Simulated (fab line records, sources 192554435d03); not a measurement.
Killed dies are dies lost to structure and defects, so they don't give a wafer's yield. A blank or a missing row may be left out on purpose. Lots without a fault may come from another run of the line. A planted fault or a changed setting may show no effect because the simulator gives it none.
One fault seen from 2 desks | flow n5_finfet | each desk has only its own numbers; what lay behind them comes last

THE METROLOGY DESK
What the gauges read, lot by lot, whatever tool the lot ran on: means of the sampled wafers that have a number. A lot is out of limits, marked OUT, if its mean lies more than 4 standard deviations from the usual mean; the brackets give that distance. Of its 10 readings 7 are shown: those that lie furthest out on some lot.
Columns: A = DIBL_N at N5_BEOL_M4_RC_MEAS_101, usual 36.3 mV/V; B = IOFF_N at N5_BEOL_M4_RC_MEAS_101, usual 0.16 nA/um; C = IOFF_P at N5_BEOL_M4_RC_MEAS_101, usual 0.22 nA/um; D = ION_N at N5_BEOL_M4_RC_MEAS_101, usual 675 uA/um; E = SS_P at N5_BEOL_M4_RC_MEAS_101, usual 73.3 mV/dec; F = VT_N at N5_BEOL_M4_RC_MEAS_101, usual 250 mV; G = VT_P at N5_BEOL_M4_RC_MEAS_101, usual -249.1 mV
lot  | first seen here | A    | B    | C    | D   | E    | F   | G
L418 | day 8 22:28     | 35.6 | 0.16 | 0.23 | 675 | 73.3 | 251 | -248.6
L426 | day 13 11:49    | 34.9 | 0.15 | 0.20 | 671 | 73.0 | 250 | -251.5
L431 | day 14 09:32    | 34.3 | 0.12 | 0.18 | 664 | 72.0 | 255 | -254.1
L430 | day 14 12:50    | 33.4 | 0.14 | 0.19 | 663 | 73.2 | 250 | -249.3
L437 | day 14 20:02    | 36.2 | 0.17 | 0.24 | 690 | 73.7 | 247 | -247.2
This desk's finding: nothing out of limits on any of the 5 lots.

THE TOOL OWNER'S DESK: pecvd-01
The tool's own readings at N5_BEOL_M0_DEP_125 (deposits SiCN from 3MS/NH3, target thk 8 nm, time 14 s): means of the sampled wafers that have a number, for each lot that ran on this tool. A lot is out of limits, marked OUT, if its mean lies more than 4 standard deviations from the usual mean; the brackets give that distance.
Columns: A = showerhead_plenum_p_Torr at N5_BEOL_M0_DEP_125, usual 3.657 Torr; B = throttle_valve_pct at N5_BEOL_M0_DEP_125, usual 9.0 %
lot  | first seen here | A     | B
L418 | day 7 01:54     | 3.672 | 9.3
L426 | day 11 13:08    | 3.670 | 9.2
L431 | day 11 15:26    | 3.659 | 9.0
L430 | day 11 15:40    | 3.675 | 9.2
This desk's finding: nothing out of limits on any of the 4 lots.

PUT TOGETHER
The metrology desk saw nothing out of limits.
The tool owner's desk saw nothing out of limits.

WHAT THE SIMULATOR HAD PUT IN
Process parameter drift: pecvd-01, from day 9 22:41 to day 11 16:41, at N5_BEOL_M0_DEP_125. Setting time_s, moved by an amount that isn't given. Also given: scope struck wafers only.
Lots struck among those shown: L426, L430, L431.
